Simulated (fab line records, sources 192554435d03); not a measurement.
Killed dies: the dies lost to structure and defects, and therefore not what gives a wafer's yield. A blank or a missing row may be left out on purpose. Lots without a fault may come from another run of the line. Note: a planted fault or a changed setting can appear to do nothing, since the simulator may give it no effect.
fab line records	flow n5Finfet
record lots=7	wafers=21
route steps=1938 shown BEOL_M4@1053 BEOL_M7@1302 BEOL_M8@1350 BEOL_M9@1431 BEOL_M10@1488 BEOL_M12@1602 BEOL_M13@1680
startH: start of the lot's first displayed wafer, in hours after the record's first day	waitH: time in hours since the lot's previous step	" identical to the entry in the row above	L1.1+2: a single row standing in for several wafers	- no value, or no start given	* or withheld: withheld	< > ~ a bound
route shown NAME@n: names a module that has steps shown in the file, with the first one's number in the route	usual: mean/standard deviation taken from wafers without a fault	same: alike in all rows	chamber/n: place in a boat	sites: per-site readings	_std_site: the standard deviation of these	_edge_site: mean of outer sites minus mean of inner sites	radiusMm: how far each site lies from the wafer's centre	mask NAME#n: copy n	behind: the last tool/chamber to shape the wafer	hold: the reason the lot was held/the length of the hold in hours/how it ended	device: transistor that didn't switch, given as n, p or np	end of line: at the end of the route, the tests of the same wafers	for a step that has no rows: nothing shown but its recipe	killed: not the wafer's yield, but the dies lost to structure and defects at the first sort	map: a wafer's dies, x killed, . not, _ none there
set.NAME: the setting that was run; set.NAME@STEP: the one run at that earlier step	model.NAME: the simulator's own value behind a step, which no gauge read
lots where settings were altered on purpose, with a table for each step and a row for each wafer
## steps
# step N5_BEOL_M4_EXPOSE_25
# recipe maskId=V3	na=0.33	sourceShape=quasar	sigmaInner=0.2	sigmaOuter=0.8	polarization=unpolarized	defocusNm=5	doseMj=63
lot.wafer	tool	chamber	startH	waitH	mask	set.doseMj
L075.1+6	euvScanner-02	0	156.43	-	V3#0	59.29
L075.3	"	0	"	"	V3#0	63
L076.2+4+6	euvScanner-02	0	167.19	-	V3#0	63
L084.2+6	euvScanner-01	0	218.73	-	V3#0	65.02
L084.5	"	0	"	"	V3#0	63
L085.2	euvScanner-01	0	227.27	-	V3#0	63
L085.4+6	"	0	"	"	V3#0	64.6
L089.3+5+6	euvScanner-02	0	265.32	-	V3#0	63
L091.2	euvScanner-02	0	277.69	-	V3#0	63
L091.4+6	"	0	"	"	V3#0	66.94
L097.1+3+5	euvScanner-01	0	304.44	-	V3#0	63
# step N5_BEOL_M4_PEB_26
# recipe pebTempC=100	pebTimeS=60	resist=CAR-EUV
# step N5_BEOL_M4_DEVELOP_27
# recipe developTimeS=30	developer=TMAH	resist=CAR-EUV	rinseLiquid=surfactantRinse	dry=airSpin	devTempC=23
lot.wafer	tool	chamber	startH	waitH	set.spinRpm@BEOL_M4_COAT_22	model.CAR-EUV_of_BEOL_M4_COAT_22.thkNm
L075.1+3	lithoTrack-03	0	-	-	1631	28.2
L075.6	"	0	"	"	1500	29.6
L076.2+4	lithoTrack-04	0	-	-	1500	29.4
L076.6	"	0	"	"	1500	29.6
L084.2	lithoTrack-02	0	-	-	1562	28.8
L084.5+6	"	0	"	"	1500	29.4
L085.2	lithoTrack-02	0	-	-	1500	29.4
L085.4+6	"	0	"	"	1634	28.2
L089.3+5	lithoTrack-04	0	-	-	1500	29.4
L089.6	"	0	"	"	1500	29.6
L091.2+6	lithoTrack-03	0	-	-	1500	29.6
L091.4	"	0	"	"	1452	30
L097.1+3	lithoTrack-02	0	-	-	1500	29.4
L097.5	"	0	"	"	1500	29.6
# step N5_BEOL_M4_DESCUM_33
# recipe chemistry=O2	timeS=7	sourcePowerW=50	biasPowerW=20	pressureMtorr=20	rfFrequencyHz=2.712e+07	tempC=40	resist=CAR-EUV	o2FlowSccm=225
lot.wafer	tool	chamber	startH	waitH	set.spinRpm@BEOL_M4_COAT_22	model.CAR-EUV_of_BEOL_M4_COAT_22.thkNm
L075.1	rieDiel-03	0	156.69	0.0	1631	24.8
L075.3	"	1	"	"	1631	24.6
L075.6	"	0	"	"	1500	26.2
L076.2+4	rieDiel-05	2,3	167.45	0.0	1500	26
L076.6	"	1	"	"	1500	26.2
L084.2	rieDiel-05	2	218.99	0.0	1562	25.4
L084.5	"	3	"	"	1500	25.8
L084.6	"	0	"	"	1500	26
L085.2	rieDiel-03	3	227.98	0.5	1500	26
L085.4+6	"	2	"	"	1634	24.6
L089.3+5+6	rieDiel-03	0,2,3	265.57	0.0	1500	26
L091.2+6	rieDiel-01	0,1	277.96	0.1	1500	26
L091.4	"	1	"	"	1452	26.6
L097.1+3+5	rieDiel-03	3,0,0	304.71	0.0	1500	26
# step N5_BEOL_M7_ETCH_66
# recipe chemistry=N2/H2	target=SOC	targetDepthA=800	overetchA=160	maskMaterial=SiARC	tempC=40	timeS=120	ionEnergyEv=200	pressureMtorr=30	sourceW=840	biasW=150	n2FlowSccm=200	h2FlowSccm=200
# usual rfVppV=524.4/2.4
lot.wafer	tool	chamber	startH	waitH	set.biasW	rfVppV
L076.2	rieDiel-02	1	201.05	0.0	150	527.9
L076.4	"	0	"	"	175.3	579.3
L076.6	"	2	"	"	150	520.9
L075.1	rieDiel-06	2	203.46	0.0	150	521.9
L075.3	"	0	"	"	150	527.1
L075.6	"	0	"	"	150	526.3
L084.2	rieDiel-04	2	252.17	0.0	150	526.6
L084.5	"	1	"	"	173.6	575.5
L084.6	"	2	"	"	173.6	575.8
L085.2	rieDiel-04	0	258.23	0.0	140.9	507.3
L085.4	"	2	"	"	140.9	506.5
L085.6	"	0	"	"	150	528.0
L089.3	rieDiel-06	2	306.51	0.0	150	521.6
L089.5	"	3	"	"	150	521.6
L089.6	"	2	"	"	150	521.6
L091.2	rieDiel-02	2	318.54	0.0	172.2	567.9
L091.4	"	1	"	"	172.2	573.0
L091.6	"	0	"	"	150	525.4
L097.1	rieDiel-02	1	342.50	0.0	150	524.9
L097.3	"	2	"	"	150	520.6
L097.5	"	3	"	"	159.5	543.3
# step N5_BEOL_M8_ETCH_62
# recipe chemistry=N2/H2	target=SOC	targetDepthA=1100	overetchA=220	maskMaterial=SiARC	tempC=40	timeS=165	ionEnergyEv=200	pressureMtorr=30	sourceW=840	biasW=150	n2FlowSccm=200	h2FlowSccm=200
# usual rfVppV=524.0/2.7
lot.wafer	tool	chamber	startH	waitH	set.biasW	rfVppV
L076.2	rieDiel-01	3	206.72	0.0	150	522.0
L076.4	"	0	"	"	150	525.8
L076.6	"	2	"	"	150	528.3
L075.1	rieDiel-03	0	209.06	0.0	150	527.7
L075.3	"	3	"	"	137.8	492.8
L075.6	"	0	"	"	137.8	500.9
L084.2	rieDiel-01	3	256.80	0.0	150	522.9
L084.5	"	1	"	"	150	525.6
L084.6	"	2	"	"	150	528.1
L085.2	rieDiel-01	1	264.26	0.0	150	525.9
L085.4	"	2	"	"	150	528.3
L085.6	"	1	"	"	160.2	548.7
L089.3	rieDiel-01	1	314.76	0.0	150	526.2
L089.5	"	0	"	"	150	523.9
L089.6	"	3	"	"	150	522.8
L091.2	rieDiel-03	2	325.52	0.0	150	523.7
L091.4	"	1	"	"	150	521.9
L091.6	"	1	"	"	150	523.9
L097.1	rieDiel-05	1	349.37	0.0	150	523.9
L097.3	"	3	"	"	150	525.0
L097.5	"	1	"	"	150	523.9
# step N5_BEOL_M9_EXPOSE_25
# recipe maskId=V8	na=0.33	sourceShape=annular	sigmaInner=0.4	sigmaOuter=0.8	polarization=unpolarized	doseMj=37.25
lot.wafer	tool	chamber	startH	waitH	mask	set.doseMj
L076.2+4+6	euvScanner-02	0	216.31	-	V8#0	37.25
L075.1+3+6	euvScanner-02	0	220.22	-	V8#0	37.25
L084.2+6	euvScanner-02	0	266.37	-	V8#0	39.84
L084.5	"	0	"	"	V8#0	37.25
L085.2+4	euvScanner-01	0	277.71	-	V8#0	36.33
L085.6	"	0	"	"	V8#0	37.25
L089.3+5+6	euvScanner-02	0	327.05	-	V8#0	37.25
L091.2+6	euvScanner-02	0	338.06	-	V8#0	37.25
L091.4	"	0	"	"	V8#0	35.59
L097.1+5	euvScanner-01	0	358.43	-	V8#0	37.25
L097.3	"	0	"	"	V8#0	36.28
# step N5_BEOL_M9_PEB_26
# recipe pebTempC=100	pebTimeS=60	resist=CAR-EUV
# step N5_BEOL_M9_DEVELOP_27
# recipe developTimeS=30	developer=TMAH	resist=CAR-EUV	rinseLiquid=surfactantRinse	dry=airSpin	devTempC=23
# step N5_BEOL_M9_CD_MEAS_28
# recipe targetCdNm=70	landingEnergyEv=500	detector=seInlens	polarity=opening
# usual cdNm=70.0/0.32
lot.wafer	tool	chamber	startH	waitH	set.doseMj@BEOL_M9_EXPOSE_25	cdNm
L076.2	cdSem-03	0	216.43	-	37.25	70.1
L076.4	"	0	"	"	37.25	69.9
L076.6	"	0	"	"	37.25	70.0
L075.1	cdSem-03	0	220.35	-	37.25	70.1
L075.3	"	0	"	"	37.25	70.0
L075.6	"	0	"	"	37.25	69.6
L084.2	cdSem-01	0	266.49	-	39.84	71.4
L084.5	"	0	"	"	37.25	70.0
L084.6	"	0	"	"	39.84	70.9
L085.2	cdSem-02	0	277.84	-	36.33	69.8
L085.4	"	0	"	"	36.33	69.9
L085.6	"	0	"	"	37.25	70.4
L089.3	cdSem-02	0	327.16	-	37.25	70.4
L089.5	"	0	"	"	37.25	70.5
L089.6	"	0	"	"	37.25	70.0
L091.2	cdSem-01	0	338.18	-	37.25	70.4
L091.4	"	0	"	"	35.59	69.0
L091.6	"	0	"	"	37.25	70.0
L097.1	cdSem-02	0	358.56	-	37.25	69.8
L097.3	"	0	"	"	36.28	68.7
L097.5	"	0	"	"	37.25	69.9
# step N5_BEOL_M9_ETCH_66
# recipe chemistry=N2/H2	target=SOC	targetDepthA=800	overetchA=160	maskMaterial=SiARC	tempC=40	timeS=120	ionEnergyEv=200	pressureMtorr=30	sourceW=840	biasW=150	n2FlowSccm=200	h2FlowSccm=200
# usual rfVppV=524.3/2.6
lot.wafer	tool	chamber	startH	waitH	set.biasW	rfVppV	model.SiARC_of_BEOL_M9_COAT_64.thkNm
L076.2	rieDiel-04	0	216.63	0.0	175.1	582.2	5.8
L076.4	"	3	"	"	175.1	572.2	5.8
L076.6	"	3	"	"	150	520.1	6.8
L075.1	rieDiel-04	0	220.55	0.0	150	526.3	6.8
L075.3	"	3	"	"	171.5	566.7	6
L075.6	"	0	"	"	150	525.2	6.8
L084.2	rieDiel-04	0	266.69	0.0	150	526.0	6.8
L084.5	"	1	"	"	150	526.0	6.6
L084.6	"	0	"	"	150	526.6	6.8
L085.2	rieDiel-04	0	278.04	0.0	150	526.8	6.8
L085.4	"	1	"	"	150	527.2	6.6
L085.6	"	0	"	"	150	526.6	6.8
L089.3	rieDiel-06	2	327.36	0.0	150	522.5	6.4
L089.5	"	2	"	"	150	522.4	6.4
L089.6	"	3	"	"	150	520.0	6.4
L091.2	rieDiel-02	3	338.39	0.0	150	521.6	7
L091.4	"	2	"	"	150	519.7	6.6
L091.6	"	0	"	"	150	524.6	6
L097.1	rieDiel-02	0	358.89	0.0	174.5	578.7	4.8
L097.3	"	3	"	"	150	521.9	7
L097.5	"	2	"	"	150	520.1	6.6
# step N5_BEOL_M10_ETCH_62
# recipe chemistry=N2/H2	target=SOC	targetDepthA=1100	overetchA=220	maskMaterial=SiARC	tempC=40	timeS=165	ionEnergyEv=200	pressureMtorr=30	sourceW=840	biasW=150	n2FlowSccm=200	h2FlowSccm=200
lot.wafer	tool	chamber	startH	waitH	set.timeS	model.SiARC_of_BEOL_M10_COAT_60.thkNm
L076.2+4	rieDiel-03	2,3	222.29	0.0	165	23.4
L076.6	"	2	"	"	165	23.6
L075.1+3	rieDiel-01	2,1	225.96	0.0	153.3	23.8
L075.6	"	3	"	"	165	23.8
L084.2	rieDiel-05	1	275.99	0.0	165	24
L084.5	"	2	"	"	165	23.6
L084.6	"	3	"	"	177.9	22.8
L085.2	rieDiel-03	0	286.60	0.0	165	23.6
L085.4+6	"	2,0	"	"	130	24.8
L089.3+6	rieDiel-05	1	332.14	0.0	165	23.8
L089.5	"	0	"	"	165	24
L091.2	rieDiel-01	3	343.91	0.1	196.8	22.8
L091.4+6	"	0	"	"	165	23.4
L097.1	rieDiel-01	0	366.98	0.0	165	23.4
L097.3	"	2	"	"	192.2	22.2
L097.5	"	3	"	"	192.2	22.8
# step N5_BEOL_M10_VIA_ETCH_34
# recipe chemistry=C4F6/O2	target=SiCOH_lowk	targetDepthA=1845	maskMaterial=SOC	taperDeg=4	timeS=69.2	ionEnergyEv=250	pressureMtorr=30	sourceW=345	biasW=185	Ar_flow_sccm=300	C4F6_flow_sccm=10	O2_flow_sccm=10
# usual rfVppV=665/13
lot.wafer	tool	chamber	startH	waitH	set.sourceW	rfVppV
L076.2	rieDiel-01	1	224.48	0.0	290.3	749
L076.4	"	2	"	"	345	660
L076.6	"	3	"	"	345	676
L075.1	rieDiel-01	3	227.66	0.0	345	673
L075.3	"	2	"	"	345	659
L075.6	"	3	"	"	324.2	696
L084.2	rieDiel-01	1	277.18	0.0	345	685
L084.5	"	0	"	"	345	679
L084.6	"	1	"	"	345	684
L085.2	rieDiel-03	2	287.89	0.0	345	653
L085.4	"	0	"	"	345	670
L085.6	"	2	"	"	345	653
L089.3	rieDiel-01	3	336.34	0.0	345	673
L089.5	"	2	"	"	345	659
L089.6	"	0	"	"	345	679
L091.2	rieDiel-03	2	345.07	0.0	395.7	609
L091.4	"	1	"	"	395.7	612
L091.6	"	1	"	"	345	656
L097.1	rieDiel-03	1	372.69	0.0	345	657
L097.3	"	3	"	"	312.6	689
L097.5	"	0	"	"	345	669
# step N5_BEOL_M10_ETCH_41
# recipe chemistry=CH3F/O2	target=SiCN	targetDepthA=426	taperDeg=2	timeS=86	ionEnergyEv=120	maskMaterial=TiN	pressureMtorr=30	sourceW=395	biasW=75	Ar_flow_sccm=150	CH3F_flow_sccm=30	O2_flow_sccm=20
# usual rfVppV=297.5/1.8
lot.wafer	tool	chamber	startH	waitH	set.sourceW	rfVppV
L076.2	rieDiel-01	1	-	-	395	299.6
L076.4	"	2	"	"	395	299.3
L076.6	"	3	"	"	431	288.5
L075.1	rieDiel-01	3	-	-	375.4	303.5
L075.3	"	2	"	"	395	301.0
L075.6	"	3	"	"	375.4	301.0
L084.2	rieDiel-01	1	-	-	395	298.1
L084.5	"	0	"	"	395	297.2
L084.6	"	1	"	"	395	298.8
L085.2	rieDiel-03	2	-	-	339.9	311.1
L085.4	"	0	"	"	395	299.3
L085.6	"	2	"	"	339.9	311.3
L089.3	rieDiel-01	3	-	-	395	294.3
L089.5	"	2	"	"	395	299.6
L089.6	"	0	"	"	395	298.1
L091.2	rieDiel-03	2	-	-	333.2	313.6
L091.4	"	1	"	"	395	296.5
L091.6	"	1	"	"	395	297.2
L097.1	rieDiel-03	1	-	-	395	295.5
L097.3	"	3	"	"	395	293.7
L097.5	"	0	"	"	395	299.5
# step N5_BEOL_M12_ILD_DEP_00
# recipe material=SiOC	targetThkA=6589.2	tempC=350	precursor=DEMS/O2	pressureTorr=5	rfW=500	timeS=130.7
lot.wafer	tool	chamber	startH	waitH	set.timeS	model.SiOC_of_BEOL_M12_ILD_DEP_00.thkNm
L076.2	pecvd-03	0	237.99	0.0	130.7	652
L076.4	"	0	"	"	145.8	733.8
L076.6	"	2	"	"	130.7	670.2
L075.1	pecvd-01	2	240.27	0.0	115	576.4
L075.3	"	0	"	"	130.7	644.2
L075.6	"	0	"	"	115	566.4
L084.2	pecvd-03	0	294.02	0.0	118.5	604.2
L084.5	"	2	"	"	130.7	679.6
L084.6	"	1	"	"	118.5	620.6
L085.2	pecvd-01	1	301.94	0.0	130.7	642
L085.4	"	1	"	"	117.7	589.4
L085.6	"	0	"	"	117.7	588.4
L089.3	pecvd-03	0	346.16	0.0	130.7	639.2
L089.5	"	2	"	"	130.7	670.6
L089.6	"	1	"	"	130.7	655.8
L091.2	pecvd-01	0	355.83	0.0	124.9	607.8
L091.4	"	0	"	"	124.9	627.2
L091.6	"	1	"	"	130.7	648.6
L097.1	pecvd-03	2	385.40	0.0	130.7	662
L097.3	"	1	"	"	130.7	664.4
L097.5	"	2	"	"	137.9	714.8
# step N5_BEOL_M12_THK_MEAS_01
# recipe reads=SiOC_of_BEOL_M12_ILD_DEP_00
# usual M12_ILD_THK=656/11
lot.wafer	tool	chamber	startH	waitH	set.timeS@BEOL_M12_ILD_DEP_00	M12_ILD_THK[nm]
L076.2	filmMetro-02	-	238.12	0.1	130.7	652
L076.4	"	-	"	"	145.8	734
L076.6	"	-	"	"	130.7	670
L075.1	filmMetro-01	-	240.40	0.1	115	576
L075.3	"	-	"	"	130.7	644
L075.6	"	-	"	"	115	567
L084.2	filmMetro-01	-	294.15	0.1	118.5	604
L084.5	"	-	"	"	130.7	680
L084.6	"	-	"	"	118.5	620
L085.2	filmMetro-02	-	302.07	0.1	130.7	642
L085.4	"	-	"	"	117.7	589
L085.6	"	-	"	"	117.7	588
L089.3	filmMetro-02	-	346.29	0.1	130.7	639
L089.5	"	-	"	"	130.7	671
L089.6	"	-	"	"	130.7	655
L091.2	filmMetro-01	-	356.01	0.1	124.9	607
L091.4	"	-	"	"	124.9	627
L091.6	"	-	"	"	130.7	648
L097.1	filmMetro-01	-	385.53	0.1	130.7	662
L097.3	"	-	"	"	130.7	664
L097.5	"	-	"	"	137.9	715
# step N5_BEOL_M12_COAT_58
# recipe resist=BARC	tempC=205	timeS=60	spinRpm=1500	resistThkNm=89
# step N5_BEOL_M12_COAT_04
# recipe spinRpm=1625	resistThkNm=400
# step N5_BEOL_M12_DESCUM_15
# recipe chemistry=O2	timeS=7.9	sourcePowerW=50	biasPowerW=20	pressureMtorr=20	rfFrequencyHz=2.712e+07	tempC=40	o2FlowSccm=225
# step N5_BEOL_M12_ETCH_59
# recipe chemistry=N2/H2	target=BARC	targetDepthA=890	overetchA=267	timeS=67.9	ionEnergyEv=200	pressureMtorr=30	sourceW=840	biasW=150	n2FlowSccm=200	h2FlowSccm=200
# step N5_BEOL_M12_VIA_ETCH_16
# recipe chemistry=C4F8/O2/Ar	target=SiOC	pressureMtorr=30	sourceW=3000	biasW=700	Ar_flow_sccm=400	C4F8_flow_sccm=15	O2_flow_sccm=8	heInnerTorr=15	heOuterTorr=30	targetDepthA=7248	timeS=withheld	ionEnergyEv=250	ends=cleared
lot.wafer	tool	chamber	startH	waitH	set.timeS@BEOL_M12_ILD_DEP_00	model.etch.depthNm	model.coat_of_BEOL_M12_COAT_04.thkNm
L076.2	rieDiel-03	1	238.60	0.0	*	652	122.6
L076.4	"	2	"	"	*	733.7	100.4
L076.6	"	2	"	"	*	670.2	118.6
L075.1	rieDiel-01	1	241.18	0.0	*	576.4	149
L075.3	"	2	"	"	*	644.1	125.2
L075.6	"	0	"	"	*	566.5	151.8
L084.2	rieDiel-03	1	294.73	0.0	*	604.1	136.8
L084.5	"	0	"	"	*	679.5	120.8
L084.6	"	1	"	"	*	620.7	131.6
L085.2	rieDiel-01	2	302.54	0.0	*	642.1	125.6
L085.4	"	2	"	"	*	589.5	140.8
L085.6	"	3	"	"	*	588.4	148
L089.3	rieDiel-05	2	346.77	0.0	*	639.1	128
L089.5	"	0	"	"	*	670.6	123.4
L089.6	"	1	"	"	*	655.8	128.2
L091.2	rieDiel-03	2	356.66	0.0	*	607.8	139.2
L091.4	"	1	"	"	*	627.1	130.8
L091.6	"	0	"	"	*	648.6	130
L097.1	rieDiel-05	1	386.14	0.0	*	662	124.2
L097.3	"	2	"	"	*	664.4	116.4
L097.5	"	0	"	"	*	714.8	110.6
# step N5_BEOL_M12_STRIP_63
# recipe chemistry=N2/H2	powerW=1000	tempC=250	h2Frac=0.65	overashFraction=0.3	pressureMtorr=1000	n2FlowSccm=1750	h2FlowSccm=3250
# usual stripTimeToEndpointS=43.1/1.2
lot.wafer	tool	chamber	startH	waitH	set.timeS@BEOL_M12_ILD_DEP_00	stripTimeToEndpointS
L076.2	plasmaAsher-02	1	238.80	-	130.7	42.4
L076.4	"	1	"	"	145.8	36.3
L076.6	"	1	"	"	130.7	41.3
L075.1	plasmaAsher-01	0	241.39	-	115	49.4
L075.3	"	1	"	"	130.7	43.1
L075.6	"	0	"	"	115	50.1
L084.2	plasmaAsher-02	0	294.96	-	118.5	46.2
L084.5	"	1	"	"	130.7	41.9
L084.6	"	0	"	"	118.5	44.8
L085.2	plasmaAsher-01	0	302.74	-	130.7	43.2
L085.4	"	0	"	"	117.7	47.3
L085.6	"	0	"	"	117.7	49.1
L089.3	plasmaAsher-02	0	346.99	-	130.7	43.9
L089.5	"	1	"	"	130.7	42.6
L089.6	"	0	"	"	130.7	43.9
L091.2	plasmaAsher-01	0	356.86	-	124.9	46.8
L091.4	"	0	"	"	124.9	44.6
L091.6	"	0	"	"	130.7	44.4
L097.1	plasmaAsher-02	0	386.34	-	130.7	42.8
L097.3	"	0	"	"	130.7	40.7
L097.5	"	0	"	"	137.9	39.1
# step N5_BEOL_M13_COAT_65
# recipe resist=SOC	tempC=250	timeS=60	spinRpm=1500	resistThkNm=350
lot.wafer	tool	chamber	startH	waitH	set.spinRpm	model.SOC_of_BEOL_M13_COAT_65.thkNm
L076.2	lithoTrack-03	0	243.35	0.0	1366	365.6
L076.4	"	0	"	"	1500	350.2
L076.6	"	0	"	"	1366	366.6
L075.1	lithoTrack-01	0	249.13	0.0	1500	350.4
L075.3	"	0	"	"	1647	335.2
L075.6	"	0	"	"	1647	334.4
L084.2	lithoTrack-03	0	301.51	0.0	1500	350.4
L084.5	"	0	"	"	1500	351.6
L084.6	"	0	"	"	1559	343.6
L085.2	lithoTrack-03	0	313.95	0.0	1334	372.2
L085.4	"	0	"	"	1334	372.8
L085.6	"	0	"	"	1500	351.4
L089.3	lithoTrack-05	0	351.55	0.0	1500	350.2
L089.5+6	"	0	"	"	1500	350.4
L091.2	lithoTrack-03	0	366.23	0.0	1500	350
L091.4	"	0	"	"	1500	349
L091.6	"	0	"	"	1428	357.6
L097.1+5	lithoTrack-03	0	395.21	0.0	1646	333.6
L097.3	"	0	"	"	1646	332.8
## key
split step=N5_BEOL_M4_EXPOSE_25	setting=doseMj	stated=63	by=wafer
response none clear
split step=N5_BEOL_M7_ETCH_66	setting=biasW	stated=150	by=wafer
response step=N5_BEOL_M7_ETCH_66	reading=rfVppV	change=+3.17	per=1%	r=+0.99
split step=N5_BEOL_M8_ETCH_62	setting=biasW	stated=150	by=wafer
response step=N5_BEOL_M8_ETCH_62	reading=rfVppV	change=+3.53	per=1%	r=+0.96
split step=N5_BEOL_M9_EXPOSE_25	setting=doseMj	stated=37.25	by=wafer
response step=N5_BEOL_M9_CD_MEAS_28	reading=cdNm	change=+0.217	per=1%	r=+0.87
split step=N5_BEOL_M9_ETCH_66	setting=biasW	stated=150	by=wafer
response step=N5_BEOL_M9_ETCH_66	reading=rfVppV	change=+3.3	per=1%	r=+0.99
response step=N5_BEOL_M9_ETCH_66	reading=model.SiARC_of_BEOL_M9_COAT_64.thkNm	change=-0.0809	per=1%	r=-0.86
split step=N5_BEOL_M10_ETCH_62	setting=timeS	stated=165	by=wafer
response step=N5_BEOL_M10_ETCH_62	reading=model.SiARC_of_BEOL_M10_COAT_60.thkNm	change=-0.0495	per=1%	r=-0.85
split step=N5_BEOL_M10_VIA_ETCH_34	setting=sourceW	stated=345	by=wafer
response step=N5_BEOL_M10_VIA_ETCH_34	reading=rfVppV	change=-4.01	per=1%	r=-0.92
split step=N5_BEOL_M10_ETCH_41	setting=sourceW	stated=395	by=wafer
response step=N5_BEOL_M10_ETCH_41	reading=rfVppV	change=-0.976	per=1%	r=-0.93
split step=N5_BEOL_M12_ILD_DEP_00	setting=timeS	stated=130.7	by=wafer
response step=N5_BEOL_M12_ILD_DEP_00	reading=model.SiOC_of_BEOL_M12_ILD_DEP_00.thkNm	change=+6.41	per=1%	r=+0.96
response step=N5_BEOL_M12_THK_MEAS_01	reading=M12_ILD_THK	change=+6.42	per=1%	r=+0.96
response step=N5_BEOL_M12_VIA_ETCH_16	reading=model.etch.depthNm	change=+6.4	per=1%	r=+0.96
response step=N5_BEOL_M12_VIA_ETCH_16	reading=model.coat_of_BEOL_M12_COAT_04.thkNm	change=-1.8	per=1%	r=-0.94
response step=N5_BEOL_M12_STRIP_63	reading=stripTimeToEndpointS	change=*	per=1%	r=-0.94
split step=N5_BEOL_M13_COAT_65	setting=spinRpm	stated=1500	by=wafer
response step=N5_BEOL_M13_COAT_65	reading=model.SOC_of_BEOL_M13_COAT_65.thkNm	change=-1.77	per=1%	r=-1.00
split outsideThisFile step=N5_BEOL_M4_COAT_22 setting=spinRpm
# split outsideThisFile: this setting was split too, and the file shows its column; the key of that split is in another file
